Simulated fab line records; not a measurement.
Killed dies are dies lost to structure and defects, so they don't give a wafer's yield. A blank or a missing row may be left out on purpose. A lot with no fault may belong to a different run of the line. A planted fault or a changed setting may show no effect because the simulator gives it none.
fab line records	flow nand_harc	part 2 of 2: steps 22 to 27 of 27
[record] lots = 5	wafers = 15	last_day = 28
route steps=1159 shown A_STAIRCASE@601
lots that met no fault: taken from a fault-free run of the same line
start_h: hours from the record's first day to the start of the lot's first wafer shown	wait_h: hours from the lot's prior step to this one	" unchanged from the row above	L1.1+2: a row that stands for several wafers	- no value, or no start was given	* or withheld: withheld	< > ~ a bound
route shown NAME@n: NAME is a module with steps in the file, n the number in the route of the first one	usual: mean/standard deviation taken from wafers without a fault	same: alike in all rows	chamber/n: place in a boat	sites: each site's reading	_std_site: standard deviation across them	_edge_site: inner sites' mean taken away from outer sites' mean	radius_mm: for every site, how far away it sits from the centre of the wafer	mask NAME#n: copy n	behind: tool/chamber where the wafer was last shaped	hold: what put the lot on hold/how long, in hours/how the hold closed	device: the transistor (n, p or np) that didn't switch	end of line: the route-end tests of the same wafers	for a step that has no rows: nothing shown but its recipe	killed: at the first sort, the dies lost to defects and structure; wafer yield is something else	map: the dies of a wafer, with x for killed, . for not killed, _ for no die there
set.NAME: the setting that was run; set.NAME@STEP: the one run at that earlier step	model.NAME: the simulator's own value behind a step, which no gauge read
lots at selected steps of the route; one table per step, one row per wafer
services: from which hour (start_h, from the record's first day; less than 0 if before it) a tool's chamber was out of use, for how many hours, and why
[[steps]]
[step NHARC_A_STAIRCASE_ETCH_230]
[recipe] target_depth_a = 1000	time_s = 40.5	ion_energy_ev = 400	c4f8_flow_sccm = 20	o2_flow_sccm = 10	ar_flow_sccm = withheld	rf_w = 600	bias_w = 1000	chemistry = C4F8/O2
[usual] bias_w = 999.9/3	oes_product_au = 0.943/0.016	rf_fwd_power_W = 592/3.7	rf_vpp_V = 897/5.2
lot.wafer	tool	chamber	start_h	wait_h	bias_w	oes_product_au	rf_fwd_power_W	rf_hours_counter_h	rf_vpp_V
L075.3	rie_diel-05	1	-	-	999.9	0.941	589	39	893
L075.4	"	2	"	"	1001.4	0.914	590	42	901
L075.6	"	0	"	"	993.7	0.940	591	-	895
L079.1	rie_diel-05	2	-	-	1000.1	0.926	592	46	901
L079.3	"	3	"	"	1000.8	0.925	586	44	890
L079.2	"	0	"	"	1005.4	0.930	591	42	898
L083.4	rie_diel-04	2	-	-	998.4	0.947	597	15	897
L083.1	"	3	"	"	1002.1	0.939	591	20	906
L083.6	"	2	"	"	1001.0	0.952	596	-	898
L086.4	rie_diel-11	2	-	-	995.3	0.910	588	51	887
L086.2	"	3	"	"	1000.4	0.932	595	55	898
L086.6	"	0	"	"	998.6	0.925	597	-	904
L097.3	rie_diel-11	3	-	-	1002.2	0.937	593	2	897
L097.4	"	2	"	"	994.6	0.947	585	2	889
L097.5	"	0	"	"	1006.3	0.931	597	-	905
[step NHARC_A_STAIRCASE_TRIM_231]
[recipe] time_s = 211.2	o2_flow_sccm = 500	ar_flow_sccm = 0	bias_w = 0	chemistry = O2
[usual] drypump_motor_current_A = 5.8/0.45	mfc_ar_sccm = 0.007/0.013	oes_product_au = 0.998/0.01	rf_vpp_V = 58.0/0.88	showerhead_plenum_p_Torr = 3.56/0.15	throttle_valve_pct = 17.037/0.0079
[same] bias_w = 0
lot.wafer	tool	chamber	start_h	wait_h	drypump_motor_current_A	mfc_ar_sccm	oes_product_au	rf_hours_counter_h	rf_vpp_V	showerhead_plenum_p_Torr	throttle_valve_pct
L075.3	rie_diel-05	2	-	-	6.4	0	0.991	42	58.9	3.66	17.043
L075.4	"	3	"	"	5.5	0.017	1.005	41	56.8	3.39	17.034
L075.6	"	1	"	"	6.1	0	1.005	-	57.3	3.47	17.048
L079.1	rie_diel-11	3	325.69	-	5.3	0.040	0.993	41	57.8	3.59	17.038
L079.3	"	1	"	"	5.9	0	0.995	27	59.0	3.64	17.040
L079.2	"	2	"	"	5.9	0	0.980	37	57.4	3.31	17.035
L083.4	rie_diel-04	1	-	-	5.4	0	0.990	19	57.0	3.59	17.029
L083.1	"	2	"	"	6.4	0	0.998	16	57.8	3.57	17.036
L083.6	"	2	"	"	6.4	0	0.995	-	59.4	3.57	17.034
L086.4	rie_diel-11	0	-	-	6.1	0.007	0.994	57	58.3	3.77	17.036
L086.2	"	2	"	"	5.9	0	0.978	52	56.4	3.31	17.043
L086.6	"	0	"	"	6.1	0.007	1.001	-	56.3	3.78	17.039
L097.4	rie_diel-11	1	-	-	5.9	0	0.979	2	57.3	3.62	17.035
L097.3	"	2	"	"	5.9	0	0.977	2	56.9	3.30	17.029
L097.5	"	3	"	"	5.3	0.040	0.965	-	57.8	3.58	17.034
[step NHARC_A_STAIRCASE_ETCH_232]
[recipe] target_depth_a = 1000	time_s = 40.5	ion_energy_ev = 400	c4f8_flow_sccm = 20	o2_flow_sccm = 10	ar_flow_sccm = withheld	rf_w = 600	bias_w = 1000	chemistry = C4F8/O2
[usual] bias_w = 1000/3.1	oes_product_au = 0.936/0.013	rf_fwd_power_W = 592/4.1	rf_vpp_V = 897/5.3
lot.wafer	tool	chamber	start_h	wait_h	bias_w	oes_product_au	rf_fwd_power_W	rf_hours_counter_h	rf_vpp_V
L075.3	rie_diel-05	1	-	-	1003	0.943	592	39	895
L075.4	"	2	"	"	1002	0.929	593	42	901
L075.6	"	1	"	"	1004	0.942	591	-	893
L079.2	rie_diel-11	3	-	-	1004	0.908	595	41	898
L079.1	"	0	"	"	996	0.922	598	41	904
L079.3	"	2	"	"	1002	0.909	587	37	888
L083.4	rie_diel-04	2	-	-	1003	0.944	596	16	898
L083.1	"	0	"	"	1004	0.933	598	21	890
L083.6	"	2	"	"	1001	0.937	598	-	898
L086.2	rie_diel-11	0	-	-	1002	0.927	597	57	905
L086.4	"	1	"	"	1000	0.923	589	45	900
L086.6	"	2	"	"	1002	0.904	586	-	888
L097.4	rie_diel-11	3	-	-	999	0.920	593	2	898
L097.3	"	2	"	"	1003	0.937	585	2	888
L097.5	"	0	"	"	1002	0.939	593	-	904
[step NHARC_A_STAIRCASE_TRIM_233]
[recipe] time_s = 211.2	o2_flow_sccm = 500	ar_flow_sccm = 0	bias_w = 0	chemistry = O2
[usual] drypump_motor_current_A = 5.8/0.45	mfc_ar_sccm = 0.007/0.013	oes_product_au = 0.999/0.0096	rf_vpp_V = 57.9/0.92	showerhead_plenum_p_Torr = 3.55/0.15	throttle_valve_pct = 17.036/0.0092
[same] bias_w = 0
lot.wafer	tool	chamber	start_h	wait_h	drypump_motor_current_A	mfc_ar_sccm	oes_product_au	rf_hours_counter_h	rf_vpp_V	showerhead_plenum_p_Torr	throttle_valve_pct
L075.4	rie_diel-05	1	-	-	6.1	0	1.006	39	58.1	3.47	17.036
L075.3	"	2	"	"	6.5	0	0.993	43	56.2	3.66	17.053
L075.6	"	3	"	"	5.5	0.017	1.000	-	58.5	3.39	17.021
L079.1	rie_diel-11	0	-	-	6.1	0.007	1.010	41	58.6	3.78	17.038
L079.2	"	1	"	"	5.8	0	1.003	28	58.6	3.64	17.041
L079.3	"	2	"	"	5.8	0	0.991	37	57.7	3.31	17.047
L083.4	rie_diel-04	1	-	-	5.4	0	1.005	19	57.8	3.59	17.050
L083.1	"	0	"	"	6.4	0	0.998	21	58.7	3.40	17.027
L083.6	"	1	"	"	5.4	0	1.000	-	58.8	3.59	17.041
L086.4	rie_diel-11	3	-	-	5.3	0.040	0.993	57	57.1	3.58	17.039
L086.2	"	0	"	"	6.1	0.007	1.016	58	58.1	3.77	17.042
L086.6	"	1	"	"	5.9	0	0.998	-	58.5	3.63	17.029
L097.3	rie_diel-11	2	-	-	5.9	0	0.989	2	58.2	3.30	17.029
L097.4	"	3	"	"	5.3	0.040	0.980	3	57.4	3.58	17.028
L097.5	"	2	"	"	5.9	0	0.995	-	57.7	3.30	17.029
[step NHARC_A_STAIRCASE_ETCH_234]
[recipe] target_depth_a = 1000	time_s = 40.5	ion_energy_ev = 400	c4f8_flow_sccm = 20	o2_flow_sccm = 10	ar_flow_sccm = withheld	rf_w = 600	bias_w = 1000	chemistry = C4F8/O2
[usual] bias_w = 999.5/2.9	oes_product_au = 0.937/0.012	rf_fwd_power_W = 592/3.8	rf_vpp_V = 897/5.3
lot.wafer	tool	chamber	start_h	wait_h	bias_w	oes_product_au	rf_fwd_power_W	rf_hours_counter_h	rf_vpp_V
L075.4	rie_diel-05	1	-	-	1000.4	0.929	590	39	894
L075.3	"	3	"	"	1000.5	0.923	588	41	891
L075.6	"	0	"	"	996.5	0.927	594	-	898
L079.3	rie_diel-11	1	-	-	997.6	0.931	590	28	900
L079.2	"	2	"	"	997.7	0.918	587	37	888
L079.1	"	3	"	"	1004.5	0.928	596	41	899
L083.1	rie_diel-04	1	-	-	998.7	0.932	590	20	897
L083.4	"	2	"	"	997.9	0.942	594	16	899
L083.6	"	1	"	"	999.2	0.936	587	-	900
L086.2	rie_diel-11	0	-	-	999.7	0.930	597	58	905
L086.4	"	1	"	"	1000.4	0.928	588	45	899
L086.6	"	3	"	"	999.5	0.924	594	-	897
L097.3	rie_diel-11	2	-	-	999.0	0.930	583	2	887
L097.4	"	3	"	"	993.2	0.926	597	3	897
L097.5	"	2	"	"	1000.3	0.930	587	-	888
[step NHARC_A_STAIRCASE_TRIM_235]
[recipe] time_s = 211.2	o2_flow_sccm = 500	ar_flow_sccm = 0	bias_w = 0	chemistry = O2
[usual] drypump_motor_current_A = 5.8/0.45	mfc_ar_sccm = 0.006/0.011	oes_product_au = 0.998/0.01	rf_vpp_V = 57.8/0.96	showerhead_plenum_p_Torr = 3.56/0.15	throttle_valve_pct = 17.036/0.0087
[same] bias_w = 0
lot.wafer	tool	chamber	start_h	wait_h	drypump_motor_current_A	mfc_ar_sccm	oes_product_au	rf_hours_counter_h	rf_vpp_V	showerhead_plenum_p_Torr	throttle_valve_pct
L075.4	rie_diel-05	1	-	-	6.1	0	1.007	40	58.3	3.47	17.028
L075.3	"	3	"	"	5.5	0.017	1.005	41	57.9	3.39	17.030
L075.6	"	1	"	"	6.1	0	1.012	-	56.5	3.46	17.038
L079.3	rie_diel-04	2	326.44	-	6.5	0	1.001	13	57.4	3.58	17.034
L079.2	"	3	"	"	5.1	0.010	0.985	16	57.8	3.77	17.037
L079.1	"	0	"	"	6.4	0	1.002	16	56.5	3.40	17.032
L083.4	rie_diel-04	2	-	-	6.4	0	1.007	16	57.6	3.57	17.028
L083.1	"	3	"	"	5.1	0.010	1.006	20	58.9	3.77	17.039
L083.6	"	1	"	"	5.4	0	1.000	-	57.9	3.58	17.031
L086.4	rie_diel-11	1	-	-	5.9	0	1.004	46	57.9	3.63	17.042
L086.2	"	3	"	"	5.3	0.040	0.997	57	57.6	3.58	17.040
L086.6	"	0	"	"	6.1	0.007	0.997	-	58.4	3.77	17.034
L097.3	rie_diel-11	1	-	-	5.9	0	0.991	2	58.4	3.62	17.044
L097.4	"	3	"	"	5.3	0.040	0.985	3	58.2	3.58	17.048
L097.5	"	0	"	"	6.1	0.007	1.000	-	59.4	3.77	17.029
[[services]]
tool	chamber	start_h	hours	kind
rie_diel-05	0	295.73	-	clean
rie_diel-05	1	295.73	-	clean
rie_diel-05	2	295.73	-	clean
rie_diel-05	3	295.73	-	clean
rie_diel-04	2	296.51	6.5	repair
rie_diel-11	0	296.68	-	clean
rie_diel-11	1	296.68	-	clean
rie_diel-11	2	296.68	-	clean
rie_diel-11	3	296.68	-	clean
rie_diel-05	1	303.01	3.9	repair
wet_bench-06	-	305.64	8.0	pm
rie_diel-11	1	307.64	8.5	repair
rie_diel-05	0	320.23	-	clean
rie_diel-05	1	320.23	-	clean
wet_bench-04	-	339.20	8.0	pm
krf_scanner-03	-	340.00	4.0	pm
litho_track-02	-	340.00	7.0	pm
rie_diel-05	-	341.18	9.0	pm
wet_bench-02	-	356.00	8.0	pm
krf_scanner-02	-	357.32	6.7	repair
krf_scanner-03	-	363.34	2.0	repair
litho_track-07	-	364.00	7.0	pm
rie_diel-11	-	367.63	9.0	pm
krf_scanner-02	-	382.00	4.0	pm
